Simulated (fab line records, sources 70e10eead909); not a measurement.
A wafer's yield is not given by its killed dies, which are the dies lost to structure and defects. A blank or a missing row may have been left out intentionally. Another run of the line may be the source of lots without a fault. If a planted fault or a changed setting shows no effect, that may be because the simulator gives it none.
fab line records + flow nandHarc
record:
- lots: 12
- wafers: 36
- lastDay: 24
route steps=1159 shown A_SGD_CUT@762 A_SLIT@790 A_WL_FILL@828 END@1159
lots that met no fault: taken from a fault-free run of the same line
startH: start of the lot's first displayed wafer, in hours after the record's first day + waitH: how many hours have passed since the lot's step before this one + " identical to the entry in the row above + L1.1+2: a row that stands for several wafers + - either no value or no given start + * or withheld: withheld + < > ~ a bound
route shown NAME@n: a module of which the file shows steps, and the number in the route of the first + usual: mean/standard deviation taken from wafers without a fault + same: alike in all rows + chamber/n: place in a boat + sites: readings site by site + _std_site: standard deviation across them + _edge_site: outer sites' mean less inner sites' + radiusMm: for every site, how far away it sits from the centre of the wafer + mask NAME#n: copy n + behind: the last tool/chamber to shape the wafer + hold: reason for holding the lot/hours on hold/outcome of the hold + device: whichever transistor did not switch (one of n, p or np) + end of line: tests of these same wafers at the route's end + where a step has no rows: the recipe by itself + killed: dies that structure and defects cost at the first sort, which is not the same as the wafer's yield + map: a wafer's dies, marking killed ones x, the rest . and places with no die _
set.NAME: the setting the step ran with; set.NAME@STEP: the setting that earlier step ran with + model.NAME: the simulator's own value behind a step, which no gauge read
one table for each step of the route and one row for each wafer, over a sample of lots
services: when a tool's chamber went out of use (startH, in hours from the record's first day, below 0 if earlier), for how many hours, and the reason
== steps ==
step: NHARC_A_SGD_CUT_ETCH_58
recipe:
- targetDepthA: 390
- overEtchFrac: 0.3
- timeS: 65
- ionEnergyEv: 80
- cf4FlowSccm: 150
- arFlowSccm: 0
- rfW: 300
- biasW: 100
- chemistry: CF4
usual:
- cf4FlowSccm: 150.0/0.46
- drypumpMotorCurrentA: 5.9/0.52
- oesProductAu: 0.999/0.0076
- rfVppV: 151.6/1.1
- showerheadPlenumPTorr: 1.79/0.07
- throttleValvePct: 13.284/0.0085
| lot.wafer | tool       | chamber | startH | waitH | cf4FlowSccm | drypumpMotorCurrentA | oesProductAu | rfHoursCounterH | rfVppV | showerheadPlenumPTorr | throttleValvePct |
|-----------|------------|---------|--------|-------|-------------|----------------------|--------------|-----------------|--------|-----------------------|------------------|
| L964.4    | rieDiel-13 | 2       | 320.78 | 0.1   | 150.1       | 5.7                  | 1.004        | 2               | 151.1  | 1.81                  | 13.269           |
| L964.1    | "          | 3       | "      | "     | 149.7       | 6.1                  | 0.996        | 3               | 151.7  | 1.81                  | 13.289           |
| L964.3    | "          | 0       | "      | "     | 150.7       | 5.8                  | 0.999        | 3               | 152.1  | 1.77                  | 13.281           |
| L965.1    | rieDiel-13 | 2       | 321.96 | 0.1   | 149.3       | 5.7                  | 0.997        | 3               | 152.3  | 1.81                  | 13.277           |
| L965.2    | "          | 0       | "      | "     | 150.3       | 5.7                  | 0.992        | 3               | 151.8  | 1.77                  | 13.279           |
| L965.6    | "          | 2       | "      | "     | 149.4       | 5.6                  | 1.000        | -               | 151.8  | 1.81                  | 13.291           |
| L963.4    | rieDiel-12 | 3       | 322.21 | 0.1   | 150.2       | 5.4                  | 1.010        | 10              | 149.0  | 1.71                  | 13.271           |
| L963.5    | "          | 2       | "      | "     | 150.6       | 5.0                  | 1.000        | -               | 152.3  | 1.86                  | 13.296           |
| L963.6    | "          | 3       | "      | "     | 150.3       | 5.3                  | 0.993        | -               | 150.7  | 1.71                  | 13.286           |
| L973.3    | rieDiel-12 | 0       | 374.57 | 0.1   | 149.8       | 6.7                  | 1.013        | 17              | 152.6  | 1.87                  | 13.274           |
| L973.1    | "          | 2       | "      | "     | 150.1       | 5.0                  | 1.006        | 17              | 153.5  | 1.86                  | 13.289           |
| L973.6    | "          | 0       | "      | "     | 149.7       | 6.7                  | 1.006        | -               | 153.1  | 1.87                  | 13.288           |
| L972.1    | rieDiel-02 | 3       | 374.73 | 0.1   | 149.7       | 5.9                  | 1.001        | 3               | 151.2  | 1.80                  | 13.286           |
| L972.3    | "          | 0       | "      | "     | 149.9       | 5.9                  | 0.994        | 2               | 151.0  | 1.69                  | 13.298           |
| L972.2    | "          | 1       | "      | "     | 150.3       | 6.0                  | 1.005        | 3               | 152.5  | 1.86                  | 13.281           |
| L980.3    | rieDiel-12 | 0       | 401.82 | 0.1   | 151.4       | 6.7                  | 1.004        | 2               | 153.8  | 1.87                  | 13.280           |
| L980.2    | "          | 1       | "      | "     | 149.3       | 6.6                  | 0.996        | 2               | 153.5  | 1.89                  | 13.300           |
| L980.4    | "          | 2       | "      | "     | 149.8       | 5.0                  | 1.009        | 2               | 151.4  | 1.86                  | 13.277           |
| L979.4    | rieDiel-13 | 2       | 407.60 | 0.6   | 149.7       | 5.6                  | 1.001        | 13              | 152.6  | 1.80                  | 13.277           |
| L979.3    | "          | 3       | "      | "     | 150.3       | 6.1                  | 0.993        | 14              | 151.7  | 1.81                  | 13.291           |
| L979.6    | "          | 2       | "      | "     | 150.0       | 5.6                  | 0.994        | -               | 151.7  | 1.80                  | 13.291           |
| L978.1    | rieDiel-13 | 3       | 424.03 | 0.1   | 150.2       | 6.0                  | 0.992        | 15              | 152.6  | 1.81                  | 13.279           |
| L978.3    | "          | 1       | "      | "     | 149.6       | 5.6                  | 0.995        | 11              | 150.7  | 1.72                  | 13.285           |
| L978.6    | "          | 2       | "      | "     | 150.5       | 5.6                  | 0.992        | -               | 151.0  | 1.80                  | 13.283           |
| L982.3    | rieDiel-02 | 1       | 428.47 | 0.1   | 149.6       | 6.1                  | 0.997        | 8               | 153.2  | 1.86                  | 13.288           |
| L982.1    | "          | 2       | "      | "     | 150.8       | 6.0                  | 0.990        | 8               | 151.3  | 1.69                  | 13.278           |
| L982.4    | "          | 0       | "      | "     | 149.6       | 5.9                  | 0.970        | -               | 150.5  | 1.69                  | 13.276           |
| L983.3    | rieDiel-12 | 3       | 428.81 | 0.1   | 149.8       | 5.4                  | 1.004        | 5               | 150.5  | 1.70                  | 13.281           |
| L983.1    | "          | 0       | "      | "     | 150.9       | 6.7                  | 0.996        | 6               | 152.5  | 1.87                  | 13.271           |
| L983.4    | "          | 1       | "      | "     | 150.2       | 6.6                  | 0.997        | 6               | 154.1  | 1.89                  | 13.290           |
| L985.2    | rieDiel-13 | 2       | 443.04 | 0.1   | 150.5       | 5.6                  | 0.987        | 16              | 150.9  | 1.80                  | 13.278           |
| L985.4    | "          | 0       | "      | "     | 149.5       | 5.7                  | 0.986        | 16              | 151.4  | 1.76                  | 13.287           |
| L985.5    | "          | 3       | "      | "     | 150.0       | 6.1                  | 0.989        | -               | 152.2  | 1.81                  | 13.281           |
| L984.2    | rieDiel-12 | 3       | 443.44 | 0.1   | 149.8       | 5.3                  | 0.996        | 6               | 149.1  | 1.70                  | 13.291           |
| L984.4    | "          | 1       | "      | "     | 150.3       | 6.6                  | 1.001        | 7               | 151.8  | 1.89                  | 13.281           |
| L984.6    | "          | 0       | "      | "     | 150.2       | 6.7                  | 0.992        | -               | 153.2  | 1.87                  | 13.267           |
step: NHARC_A_SLIT_CD_MEAS_09
recipe:
- targetCdNm: 300
- landingEnergyEv: 500
usual:
- cdNm: 300.0/0.48
| lot.wafer | tool     | chamber | startH | waitH | cdNm  |
|-----------|----------|---------|--------|-------|-------|
| L964.1    | cdSem-03 | 0       | 330.20 | -     | 300.0 |
| L964.3    | "        | 0       | "      | "     | 300.0 |
| L964.4    | "        | 0       | "      | "     | 300.1 |
| L965.1    | cdSem-02 | 0       | 330.49 | -     | 300.1 |
| L965.2    | "        | 0       | "      | "     | 300.3 |
| L965.6    | "        | 0       | "      | "     | 300.5 |
| L963.4    | cdSem-03 | 0       | 332.33 | -     | 299.6 |
| L963.5    | "        | 0       | "      | "     | 299.5 |
| L963.6    | "        | 0       | "      | "     | 299.7 |
| L972.1    | cdSem-02 | 0       | 386.11 | -     | 299.3 |
| L972.2    | "        | 0       | "      | "     | 298.8 |
| L972.3    | "        | 0       | "      | "     | 299.0 |
| L973.1    | cdSem-03 | 0       | 386.27 | -     | 300.2 |
| L973.3    | "        | 0       | "      | "     | 299.8 |
| L973.6    | "        | 0       | "      | "     | 299.8 |
| L979.3    | cdSem-02 | 0       | 414.80 | -     | 299.7 |
| L979.4    | "        | 0       | "      | "     | 298.7 |
| L979.6    | "        | 0       | "      | "     | 300.0 |
| L980.2    | cdSem-03 | 0       | 416.40 | -     | 299.4 |
| L980.3    | "        | 0       | "      | "     | 299.6 |
| L980.4    | "        | 0       | "      | "     | 300.0 |
| L978.1    | cdSem-01 | 0       | 434.84 | -     | 300.6 |
| L978.3    | "        | 0       | "      | "     | 300.5 |
| L978.6    | "        | 0       | "      | "     | 300.2 |
| L983.1    | cdSem-01 | 0       | 438.62 | -     | 300.2 |
| L983.3    | "        | 0       | "      | "     | 300.4 |
| L983.4    | "        | 0       | "      | "     | 300.0 |
| L982.1    | cdSem-01 | 0       | 439.59 | -     | 300.1 |
| L982.3    | "        | 0       | "      | "     | 299.5 |
| L982.4    | "        | 0       | "      | "     | 300.0 |
| L985.2    | cdSem-01 | 0       | 453.01 | -     | 300.2 |
| L985.4    | "        | 0       | "      | "     | 300.6 |
| L985.5    | "        | 0       | "      | "     | 300.3 |
| L984.2    | cdSem-03 | 0       | 454.30 | -     | 300.4 |
| L984.4    | "        | 0       | "      | "     | 299.0 |
| L984.6    | "        | 0       | "      | "     | 300.6 |
step: NHARC_A_SLIT_ETCH_24
recipe:
- targetDepthA: 1210
- timeS: 60.5
- cf4FlowSccm: 100
- chf3FlowSccm: 30
- arFlowSccm: 0
- rfW: 500
- biasW: 200
- chemistry: CF4/CHF3
usual:
- cf4FlowSccm: 100.0/0.3
- drypumpMotorCurrentA: 5.6/0.37
- oesProductAu: 0.960/0.019
- rfVppV: 369.6/2.2
- showerheadPlenumPTorr: 1.54/0.062
- throttleValvePct: 16.802/0.0099
| lot.wafer | tool       | chamber | startH | waitH | cf4FlowSccm | drypumpMotorCurrentA | oesProductAu | rfHoursCounterH | rfVppV | showerheadPlenumPTorr | throttleValvePct |
|-----------|------------|---------|--------|-------|-------------|----------------------|--------------|-----------------|--------|-----------------------|------------------|
| L964.1    | rieDiel-05 | 3       | 330.50 | 0.1   | 100.4       | 5.0                  | 0.930        | 13              | 367.5  | 1.49                  | 16.792           |
| L964.3    | "          | 0       | "      | "     | 99.9        | 6.0                  | 0.932        | 10              | 368.7  | 1.53                  | 16.804           |
| L964.4    | "          | 1       | "      | "     | 100.5       | 6.2                  | 0.924        | 13              | 373.5  | 1.65                  | 16.810           |
| L965.1    | rieDiel-09 | 0       | 330.78 | 0.1   | 99.6        | 5.2                  | 0.956        | 5               | 371.8  | 1.66                  | 16.803           |
| L965.2    | "          | 1       | "      | "     | 101.1       | 5.7                  | 0.958        | 5               | 375.0  | 1.67                  | 16.821           |
| L965.6    | "          | 1       | "      | "     | 100.5       | 5.7                  | 0.963        | -               | 373.7  | 1.67                  | 16.810           |
| L963.6    | rieDiel-05 | 2       | 332.65 | 0.1   | 100.2       | 5.6                  | 0.933        | -               | 367.8  | 1.51                  | 16.793           |
| L963.5    | "          | 3       | "      | "     | 100.1       | 5.0                  | 0.935        | -               | 367.8  | 1.49                  | 16.790           |
| L963.4    | "          | 0       | "      | "     | 100.4       | 6.0                  | 0.934        | -               | 369.8  | 1.53                  | 16.814           |
| L972.3    | rieDiel-05 | 3       | 386.38 | 0.1   | 100.0       | 5.0                  | 0.979        | 3               | 366.8  | 1.49                  | 16.791           |
| L972.2    | "          | 0       | "      | "     | 100.2       | 6.0                  | 0.982        | 3               | 369.1  | 1.53                  | 16.788           |
| L972.1    | "          | 2       | "      | "     | 100.6       | 5.5                  | 0.962        | 3               | 368.6  | 1.51                  | 16.808           |
| L973.1    | rieDiel-06 | 0       | 386.54 | 0.1   | 100.3       | 5.2                  | 0.976        | 10              | 369.1  | 1.50                  | 16.789           |
| L973.3    | "          | 1       | "      | "     | 99.6        | 5.6                  | 0.971        | 9               | 368.3  | 1.51                  | 16.792           |
| L973.6    | "          | 1       | "      | "     | 99.9        | 5.6                  | 0.976        | -               | 368.7  | 1.51                  | 16.787           |
| L979.3    | rieDiel-06 | 2       | 415.07 | 0.1   | 99.9        | 5.7                  | 0.988        | 11              | 373.1  | 1.63                  | 16.798           |
| L979.4    | "          | 3       | "      | "     | 100.3       | 5.9                  | 0.980        | 11              | 369.5  | 1.51                  | 16.797           |
| L979.6    | "          | 0       | "      | "     | 99.8        | 5.2                  | 0.963        | -               | 367.6  | 1.50                  | 16.812           |
| L980.2    | rieDiel-05 | 3       | 416.67 | 0.1   | 100.2       | 5.0                  | 0.956        | 4               | 367.3  | 1.49                  | 16.820           |
| L980.3    | "          | 1       | "      | "     | 100.2       | 6.2                  | 0.974        | 6               | 373.0  | 1.65                  | 16.806           |
| L980.4    | "          | 2       | "      | "     | 100.4       | 5.5                  | 0.982        | 6               | 368.6  | 1.51                  | 16.815           |
| L978.3    | rieDiel-06 | 1       | 435.11 | 0.1   | 100.3       | 5.6                  | 0.964        | 1               | 368.8  | 1.51                  | 16.792           |
| L978.1    | "          | 2       | "      | "     | 99.9        | 5.7                  | 0.958        | 1               | 373.6  | 1.63                  | 16.788           |
| L978.6    | "          | 2       | "      | "     | 100.7       | 5.7                  | 0.953        | -               | 371.4  | 1.63                  | 16.804           |
| L983.3    | rieDiel-05 | 3       | 438.89 | 0.1   | 100.3       | 5.0                  | 0.977        | 6               | 369.1  | 1.49                  | 16.797           |
| L983.4    | "          | 0       | "      | "     | 99.5        | 6.0                  | 0.978        | 7               | 367.6  | 1.53                  | 16.811           |
| L983.1    | "          | 2       | "      | "     | 99.3        | 5.5                  | 0.953        | 8               | 368.3  | 1.51                  | 16.803           |
| L982.1    | rieDiel-05 | 1       | 439.87 | 0.1   | 100.2       | 6.3                  | 0.981        | 9               | 373.2  | 1.65                  | 16.794           |
| L982.4    | "          | 2       | "      | "     | 99.7        | 5.5                  | 0.987        | 9               | 369.3  | 1.51                  | 16.800           |
| L982.3    | "          | 3       | "      | "     | 100.0       | 5.0                  | 0.966        | 7               | 368.6  | 1.49                  | 16.794           |
| L985.4    | rieDiel-05 | 2       | 453.28 | 0.1   | 99.8        | 5.5                  | 0.978        | 10              | 369.4  | 1.51                  | 16.807           |
| L985.2    | "          | 3       | "      | "     | 100.0       | 5.0                  | 0.970        | 7               | 368.3  | 1.49                  | 16.797           |
| L985.5    | "          | 2       | "      | "     | 100.2       | 5.5                  | 0.972        | -               | 370.4  | 1.51                  | 16.807           |
| L984.4    | rieDiel-06 | 0       | 454.58 | 0.1   | 99.9        | 5.2                  | 0.940        | 2               | 369.5  | 1.50                  | 16.808           |
| L984.2    | "          | 2       | "      | "     | 100.3       | 5.7                  | 0.952        | 3               | 372.0  | 1.63                  | 16.787           |
| L984.6    | "          | 3       | "      | "     | 99.7        | 5.9                  | 0.961        | -               | 367.3  | 1.51                  | 16.798           |
step: NHARC_A_WL_FILL_CVD_23
recipe:
- targetThkA: 400
- tempC: 620
- pressureMtorr: 200
- timeS: 800
- material: poly-Si
usual:
- pressureMtorr: 200.0/0.42
- runLengthS: 801.8/0.32
- zonePowerCentrePct: 8.2/1
- zonePowerTopPct: 17.4/0.98
| lot.wafer | tool         | chamber | startH | waitH | pressureMtorr | runLengthS | zonePowerCentrePct | zonePowerTopPct |
|-----------|--------------|---------|--------|-------|---------------|------------|--------------------|-----------------|
| L964.1    | lpcvdPoly-04 | 0       | 359.16 | 2.6   | 200.1         | 802.2      | 7.2                | 16.7            |
| L964.3    | "            | 0       | "      | "     | 200.2         | 802.2      | 7.2                | 16.5            |
| L964.4    | "            | 0       | "      | "     | 200.3         | 802.2      | 7.3                | 16.4            |
| L965.1    | lpcvdPoly-04 | 0       | 359.16 | 2.5   | 200.2         | 802.1      | 7.2                | 16.4            |
| L965.2    | "            | 0       | "      | "     | 200.2         | 802.1      | 7.2                | 16.8            |
| L965.6    | "            | 0       | "      | "     | 199.9         | 802.1      | 7.2                | 16.6            |
| L963.4    | lpcvdPoly-04 | 0       | 366.65 | 2.5   | 200.6         | 802.3      | 7.1                | 16.6            |
| L963.5    | "            | 0       | "      | "     | 200.0         | 802.3      | 7.2                | 16.4            |
| L963.6    | "            | 0       | "      | "     | 199.9         | 802.3      | 7.3                | 16.9            |
| L972.1    | lpcvdPoly-04 | -       | 415.24 | 2.6   | -             | -          | -                  | -               |
| L972.2    | "            | -       | "      | "     | -             | -          | -                  | -               |
| L972.3    | "            | -       | "      | "     | -             | -          | -                  | -               |
| L973.1    | lpcvdPoly-04 | -       | 418.37 | 2.6   | -             | -          | -                  | -               |
| L973.3    | "            | -       | "      | "     | -             | -          | -                  | -               |
| L973.6    | "            | -       | "      | "     | -             | -          | -                  | -               |
| L979.3    | lpcvdPoly-04 | 0       | 447.85 | 2.6   | 199.9         | 801.6      | 7.2                | 16.5            |
| L979.4    | "            | 0       | "      | "     | 199.5         | 801.6      | 7.2                | 16.3            |
| L979.6    | "            | 0       | "      | "     | 200.0         | 801.6      | 7.3                | 16.6            |
| L980.2    | lpcvdPoly-04 | 0       | 447.85 | 0.1   | 199.3         | 801.6      | 7.3                | 16.4            |
| L980.3    | "            | 0       | "      | "     | 199.2         | 801.6      | 7.3                | 16.8            |
| L980.4    | "            | 0       | "      | "     | 200.1         | 801.6      | 7.3                | 16.8            |
| L978.1    | lpcvdPoly-02 | 0       | 461.46 | 2.1   | 199.3         | 802.4      | 9.3                | 18.6            |
| L978.3    | "            | 0       | "      | "     | 199.3         | 802.4      | 9.5                | 18.8            |
| L978.6    | "            | 0       | "      | "     | 199.3         | 802.4      | 9.3                | 19.0            |
| L982.1    | lpcvdPoly-01 | 0       | 475.04 | 1.5   | 200.3         | 801.6      | 8.6                | 17.2            |
| L982.3    | "            | 0       | "      | "     | 199.9         | 801.6      | 8.6                | 17.4            |
| L982.4    | "            | 0       | "      | "     | 200.2         | 801.6      | 8.6                | 17.1            |
| L983.1    | lpcvdPoly-01 | 0       | 475.04 | 2.4   | 199.9         | 801.8      | 8.5                | 17.5            |
| L983.3    | "            | 0       | "      | "     | 199.5         | 801.8      | 8.7                | 17.1            |
| L983.4    | "            | 0       | "      | "     | 199.2         | 801.8      | 8.5                | 17.6            |
| L984.2    | lpcvdPoly-02 | 0       | 489.64 | 2.3   | 200.1         | 801.5      | 9.6                | 18.3            |
| L984.4    | "            | 0       | "      | "     | 200.1         | 801.5      | 9.5                | 18.5            |
| L984.6    | "            | 0       | "      | "     | 200.0         | 801.5      | 9.4                | 18.9            |
| L985.2    | lpcvdPoly-04 | 0       | 494.88 | 2.6   | 199.2         | 801.9      | 7.2                | 16.7            |
| L985.4    | "            | 0       | "      | "     | 199.4         | 801.9      | 7.3                | 16.7            |
| L985.5    | "            | 0       | "      | "     | 199.8         | 801.9      | 7.2                | 16.5            |
step: NHARC_END_SORT_01
recipe:
- tempC: 25
usual:
- killedAtArray: 27/11
- killedAtOther: 0.8/1.1
- killedAtPeriphery: 2.8/1.9
- killedDies: 30/11
- killedOpen: 3.3/1.8
- killedShort: 2.3/1.5
same:
- grossDies: 677
| lot.wafer | tool      | chamber | startH | waitH | killedAtArray | killedAtOther | killedAtPeriphery | killedDies | killedOpen | killedShort |
|-----------|-----------|---------|--------|-------|---------------|---------------|-------------------|------------|------------|-------------|
| L973.1    | prober-01 | 0       | 503.45 | 2.5   | 19            | 0             | 4                 | 23         | 4          | 4           |
| L973.3    | prober-01 | 0       | 505.05 | 3.1   | 13            | 0             | 1                 | 14         | 2          | 1           |
| L973.6    | prober-01 | 0       | 507.44 | 4.0   | 18            | 0             | 5                 | 23         | 5          | 3           |
| L978.3    | prober-02 | 0       | 549.47 | 3.1   | 33            | 1             | 2                 | 36         | 6          | 2           |
killed by level:class
L973.1 A_CHANNEL_HOLE_D1:chamberFilmFlake=7 A_CONTACT:chamberFilmFlake=2 A_STAIRCASE:chamberFilmFlake=2 A_WL_FILL:chamberFilmFlake=2 P_CONTACT:geometricParticle:short=1 P_CONTACT:geometricParticle:open=1 P_M0:geometricParticle:short=1 A_CHANNEL_HOLE_D1:geometricParticle:open=1
L973.3 A_CHANNEL_HOLE_D1:chamberFilmFlake=6 A_STAIRCASE:chamberFilmFlake=3 A_CONTACT:chamberFilmFlake=2 P_CONTACT:geometricParticle:open=1 A_CONTACT:geometricParticle:short=1 A_M0:geometricParticle:open=1
L973.6 A_CHANNEL_HOLE_D1:chamberFilmFlake=9 A_CONTACT:chamberFilmFlake=3 P_M0:geometricParticle:open=2 A_M0:geometricParticle:open=2 P_GATE:geometricParticle:short=1 P_CONTACT:geometricParticle:short=1 A_CHANNEL_FILL_D1:geometricParticle:open=1 A_CONTACT:geometricParticle:short=1
L978.3 A_CHANNEL_HOLE_D1:chamberFilmFlake=11 A_SLIT:chamberFilmFlake=8 A_CONTACT:chamberFilmFlake=5 A_STAIRCASE:chamberFilmFlake=2 P_GATE:geometricParticle:open=1 P_CONTACT:geometricParticle:open=1 A_ONON_D1:geometricParticle:open=1 A_ONON_D1:geometricParticle:short=1
== services ==
| tool         | chamber | startH | hours | kind   |
|--------------|---------|--------|-------|--------|
| rieDiel-13   | 2       | 302.04 | 4.4   | repair |
| rieDiel-05   | 2       | 305.78 | 12.0  | repair |
| lpcvdPoly-04 | -       | 314.00 | 26.0  | pm     |
| rieDiel-12   | 1       | 327.02 | 12.7  | repair |
| rieDiel-02   | -       | 327.78 | 9.0   | pm     |
| rieDiel-12   | 3       | 330.65 | 11.5  | repair |
| rieDiel-13   | 2       | 336.84 | 5.3   | repair |
| rieDiel-05   | -       | 340.60 | 9.0   | pm     |
| rieDiel-06   | 1       | 353.42 | 6.3   | repair |
| rieDiel-13   | 1       | 366.36 | 30.1  | repair |
| rieDiel-06   | 1       | 366.48 | 9.1   | repair |
| rieDiel-09   | 0       | 368.57 | 18.8  | repair |
| rieDiel-12   | 0       | 369.94 | 2.3   | repair |
| rieDiel-12   | 1       | 373.02 | 6.4   | repair |
| rieDiel-12   | -       | 379.40 | 9.0   | pm     |
| rieDiel-05   | 3       | 389.62 | 7.1   | repair |
| rieDiel-02   | 3       | 391.45 | 4.9   | repair |
| rieDiel-05   | 0       | 395.22 | 9.2   | repair |
| rieDiel-05   | 3       | 403.33 | 3.4   | repair |
| rieDiel-02   | 3       | 409.61 | 30.2  | repair |
| rieDiel-06   | -       | 418.32 | 9.0   | pm     |
| rieDiel-13   | -       | 453.10 | 9.0   | pm     |
| rieDiel-06   | 0       | 477.84 | 6.1   | repair |
| rieDiel-12   | 0       | 488.47 | 15.5  | repair |
== key ==
firstSign:
- step: NHARC_A_WL_FILL_CVD_23
- reading: toolRecord
- direction: missing
effect none on later readings
metAt NHARC_A_WL_FILL_CVD_23
struckLots L972,L973
testerLeftOut L972,L973
notActingAt NHARC_A_SGD_CUT_ETCH_58,NHARC_A_SLIT_CD_MEAS_09,NHARC_A_SLIT_ETCH_24
onsetBetween 366.65 415.24
fault:
- kind: skippedStepWhole
- tool: lpcvdPoly-04
- chamber: -
- onsetH: 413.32
- steps: NHARC_A_WL_FILL_CVD_23
- scope: struckLotsOnly
testerLeftOut: of these lots the tester's yield and bins aren't shown, on N5 and GAA mostly nor the transistor test; their killed dies are dies lost to structure and defects alone, not to doping, threshold or leakage, so they don't give the yield
